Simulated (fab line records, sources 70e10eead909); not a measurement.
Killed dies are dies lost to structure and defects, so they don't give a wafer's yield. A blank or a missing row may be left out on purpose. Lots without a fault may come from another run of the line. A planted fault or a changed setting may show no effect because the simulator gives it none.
Which tool did it? | flow nand_harc | 12 lots, 36 wafers sampled, at 5 steps of a route of 1159

WHAT THE GAUGES READ, wafer by wafer
NHARC_END_SORT_01.
lot  | measured     | on        | defect_limited_yield (%) | killed_at_array | killed_at_other | killed_at_periphery | killed_dies | killed_open | killed_short | sort_bin_2_pct (%) | sort_bin_3_pct (%) | sort_bin_4_pct (%) | sort_n_pass | sort_rim_yield_pct (%) | sort_yield_pct (%)
L363 | day 22 02:30 | prober-01 | 95.4 93.2 94.1           | 26 41 33        | 2 1 1           | 3 4 6               | 31 46 40    | 1 4 6       | 2 4 6        | 1.9 1.8 1.9        | 0 0.44 0.44        | 2.7 4.6 3.5        | 646 631 637 | 95.3 93.4 98.1         | 95.4 93.2 94.1
L365 | day 23 06:32 | prober-02 | 95.0                     | 30              | 2               | 2                   | 34          | 4           | 0            | 0.7                | 0.44               | 3.8                | 643         | 97.2                   | 95.0
L366 | day 23 21:36 | prober-01 | 83.6 94.4 96.0           | 108 37 27       | 1 0 0           | 2 1 0               | 111 38 27   | 2 3 1       | 2 0 1        | 5.3 1.5 0.9        | 5.17 0.15 0.30     | 5.9 4.0 2.8        | 566 639 650 | 86.8 95.3 96.2         | 83.6 94.4 96.0
L367 | day 23 22:29 | prober-02 | 94.8 94.4 93.1           | 31 35 43        | 2 1 1           | 2 2 3               | 35 38 47    | 4 2 2       | 3 2 4        | 2.2 1.8 2.1        | 0.15 0 1.03        | 2.8 3.8 3.8        | 642 639 630 | 93.4 94.3 94.3         | 94.8 94.4 93.1
L369 | day 24 06:13 | prober-02 | 80.2 90.7 91.9           | 130 61 50       | 1 1 0           | 3 1 5               | 134 63 55   | 2 3 2       | 1 3 2        | 8.0 3.2 2.8        | 5.32 0.44 1.03     | 6.5 5.6 4.3        | 543 614 622 | 82.1 94.3 90.6         | 80.2 90.7 91.9
L373 | day 25 00:54 | prober-02 | 95.1 93.6 93.8           | 28 36 31        | 0 0 0           | 5 7 11              | 33 43 42    | 4 3 3       | 3 1 2        | 1.3 1.8 2.1        | 0.15 0.59 0.15     | 3.4 4.0 4.0        | 644 634 635 | 93.4 100.0 89.6        | 95.1 93.6 93.8

WHICH TOOL RAN EACH LOT (tool, then ch and the chambers of the sampled wafers, then the start)
lot  | NHARC_A_M1_ETCH_15                 | NHARC_THIN_TSV_ETCH_44             | NHARC_THIN_TSV_STRIP_62              | NHARC_THIN_TSV_DEGAS_53
L353 | rie_diel-11 ch 0,2, day 17 20:47   | rie_diel-09 ch 1,2, day 18 13:45   | plasma_asher-02 ch 0,1, day 18 16:19 | pvd_sputter-02, day 18 18:25
L352 | rie_diel-11 ch 0,2,3, day 17 22:01 | rie_diel-12 ch 0,2,3, day 18 18:02 | plasma_asher-02 ch 0,1, day 18 20:26 | pvd_sputter-02, day 18 22:37
L351 | rie_diel-02 ch 1,2,3, day 17 23:12 | rie_diel-05 ch 1,3, day 18 19:17   | plasma_asher-02 ch 0,1, day 18 21:36 | pvd_sputter-03, day 18 23:46
L356 | rie_diel-11 ch 0,1,2, day 18 21:06 | rie_diel-09 ch 0,1,2, day 19 16:24 | plasma_asher-01 ch 0,1, day 19 19:25 | pvd_sputter-02, day 19 21:35
L359 | rie_diel-02 ch 1,2,3, day 19 20:05 | rie_diel-05 ch 0,1,2, day 20 18:14 | plasma_asher-02 ch 0,1, day 20 20:51 | pvd_sputter-02, day 20 23:02
L360 | rie_diel-03 ch 0,1, day 19 21:09   | rie_diel-05 ch 0,2, day 20 19:55   | plasma_asher-02 ch 0,1, day 20 22:15 | pvd_sputter-03, day 21 00:25
L363 | rie_diel-03 ch 0,2,3, day 20 14:57 | rie_diel-12 ch 0,1, day 21 11:18   | plasma_asher-02 ch 1, day 21 13:37   | pvd_sputter-01, day 21 15:47
L365 | rie_diel-02 ch 1,2, day 21 19:45   | rie_diel-09 ch 0,2,3, day 22 15:43 | plasma_asher-01 ch 0, day 22 18:08   | pvd_sputter-02, day 22 20:24
L366 | rie_diel-02 ch 0,1,2, day 22 10:08 | rie_diel-09 ch 0,1,2, day 23 06:21 | plasma_asher-02 ch 1, day 23 08:42   | pvd_sputter-02, day 23 10:53
L367 | rie_diel-03 ch 0,2, day 22 11:13   | rie_diel-05 ch 0,1, day 23 07:32   | plasma_asher-01 ch 0,1, day 23 11:15 | pvd_sputter-02, day 23 13:25
L369 | rie_diel-02 ch 0,1,2, day 22 16:41 | rie_diel-12 ch 0,1,3, day 23 13:01 | plasma_asher-01 ch 0,1, day 23 16:10 | pvd_sputter-03, day 23 18:19
L373 | rie_diel-11 ch 1,2, day 23 05:57   | rie_diel-05 ch 1,2, day 24 04:56   | plasma_asher-01 ch 0,1, day 24 07:41 | pvd_sputter-02, day 24 09:50
- NHARC_A_M1_ETCH_15: etches the open film in C4F8/Ar, target depth 182.5 nm, time 91.2 s.
- NHARC_THIN_TSV_ETCH_44: etches the open film in CF4/O2, target depth 1594.2 nm, time 797.1 s.
- NHARC_THIN_TSV_STRIP_62: strips in N2/H2, time 20 s.
- NHARC_THIN_TSV_DEGAS_53: time 60 s.

WHAT THE TOOLS THEMSELVES READ (means of the sampled wafers that have a number; where no wafer has one, the mark that the record gives instead)
NHARC_A_M1_ETCH_15.
lot  | tool        | oes_product_au (a.u.) | rf_vpp_V (V)
L353 | rie_diel-11 | 0.963                 | 441.5
L352 | rie_diel-11 | 0.962                 | 442.0
L351 | rie_diel-02 | 0.973                 | 441.5
L356 | rie_diel-11 | 0.969                 | 440.3
L359 | rie_diel-02 | 0.970                 | 441.7
L360 | rie_diel-03 | 0.962                 | 441.8
L363 | rie_diel-03 | 0.970                 | 441.6
L365 | rie_diel-02 | 0.973                 | 442.9
L366 | rie_diel-02 | 0.976                 | 441.6
L367 | rie_diel-03 | 0.924                 | 440.5
L369 | rie_diel-02 | 0.964                 | 442.3
L373 | rie_diel-11 | 0.963                 | 441.1

NHARC_THIN_TSV_ETCH_44.
lot  | tool        | drypump_motor_current_A (A) | o2_flow_sccm (sccm) | oes_product_au (a.u.) | rf_vpp_V (V) | showerhead_plenum_p_Torr (Torr) | throttle_valve_pct (%)
L353 | rie_diel-09 | 5.6                         | 10.00               | 1.002                 | 794          | 1.83                            | 16.917
L352 | rie_diel-12 | 6.2                         | 10.01               | 1.000                 | 795          | 1.83                            | 16.911
L351 | rie_diel-05 | 5.4                         | 9.99                | 1.004                 | 797          | 1.88                            | 16.916
L356 | rie_diel-09 | 5.6                         | 10.01               | 0.998                 | 795          | 1.85                            | 16.916
L359 | rie_diel-05 | 5.6                         | 10.00               | 1.012                 | 791          | 1.78                            | 16.917
L360 | rie_diel-05 | 6.0                         | 9.98                | 0.997                 | 793          | 1.81                            | 16.915
L363 | rie_diel-12 | 5.7                         | 10.04               | 0.997                 | 787          | 1.73                            | 16.912
L365 | rie_diel-09 | 5.6                         | 9.99                | 0.996                 | 794          | 1.84                            | 16.919
L366 | rie_diel-09 | 5.6                         | 9.99                | 0.992                 | 795          | 1.84                            | 16.913
L367 | rie_diel-05 | 5.3                         | 9.96                | 0.998                 | 789          | 1.74                            | 16.919
L369 | rie_diel-12 | 5.9                         | 10.00               | 1.001                 | 790          | 1.78                            | 16.914
L373 | rie_diel-05 | 5.7                         | 10.03               | 1.017                 | 792          | 1.80                            | 16.917

NHARC_THIN_TSV_STRIP_62.
lot  | tool            | drypump_motor_current_A (A) | heater_power_w (W)
L353 | plasma_asher-02 | 5.5                         | 362
L352 | plasma_asher-02 | 5.5                         | 363
L351 | plasma_asher-02 | 5.6                         | 355
L356 | plasma_asher-01 | 6.3                         | 320
L359 | plasma_asher-02 | 5.5                         | 369
L360 | plasma_asher-02 | 5.5                         | 363
L363 | plasma_asher-02 | 5.3                         | 371
L365 | plasma_asher-01 | 6.6                         | 319
L366 | plasma_asher-02 | 5.3                         | 379
L367 | plasma_asher-01 | 6.0                         | 312
L369 | plasma_asher-01 | 6.3                         | 312
L373 | plasma_asher-01 | 6.4                         | 318

NHARC_THIN_TSV_DEGAS_53.
lot  | tool           | heater_power_w (W)
L353 | pvd_sputter-02 | 456
L352 | pvd_sputter-02 | 488
L351 | pvd_sputter-03 | 440
L356 | pvd_sputter-02 | 449
L359 | pvd_sputter-02 | 479
L360 | pvd_sputter-03 | 449
L363 | pvd_sputter-01 | 485
L365 | pvd_sputter-02 | 464
L366 | pvd_sputter-02 | 468
L367 | pvd_sputter-02 | 465
L369 | pvd_sputter-03 | 470
L373 | pvd_sputter-02 | 490

THE ANSWER, worked out from the rows above alone
Rule: what is usual is taken from the lots themselves. Put in order of their means at a reading, lots are off if they are a third of the lots or fewer, leave a main group of 4 or more, and stand apart from it by a gap of 3 or more times the standard deviation of the main group's means; of several such gaps the widest counts. A main group whose means are all the same, to the digits that the tables above print for the reading, isn't used. A lot without any number at a reading at which 4 lots or more have one is off too. The other lots that the step has rows for count as sound. The gauges are gone through in route order, then the tools' own readings, and for those a lot's mean is taken as printed above. The first step at which some lot is off is used, and at that step the reading that is off furthest; a lot without a number counts as furthest.
Off: L366, L369, at NHARC_END_SORT_01 (sort_bin_3_pct). The main group: mean 0.36 %, standard deviation 0.063. Neither off nor sound, because the step has no rows for them: L353, L352, L351, L356, L359, L360.
A tool fits if, at a process step before that reading, it ran every lot that is off, and no sound lot after the first of them. The gauges at NHARC_END_SORT_01 are tried like those tools. One fits: rie_diel-02 at NHARC_A_M1_ETCH_15. Its last sound lot is L365 (day 21 19:45), its first lot that is off L366 (day 22 10:08): a fault that began between those two fits.

WHAT THE SIMULATOR HAD PUT IN
Chamber particle source: rie_diel-02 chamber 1, from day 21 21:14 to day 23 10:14, at NHARC_A_M1_ETCH_15. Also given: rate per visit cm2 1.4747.
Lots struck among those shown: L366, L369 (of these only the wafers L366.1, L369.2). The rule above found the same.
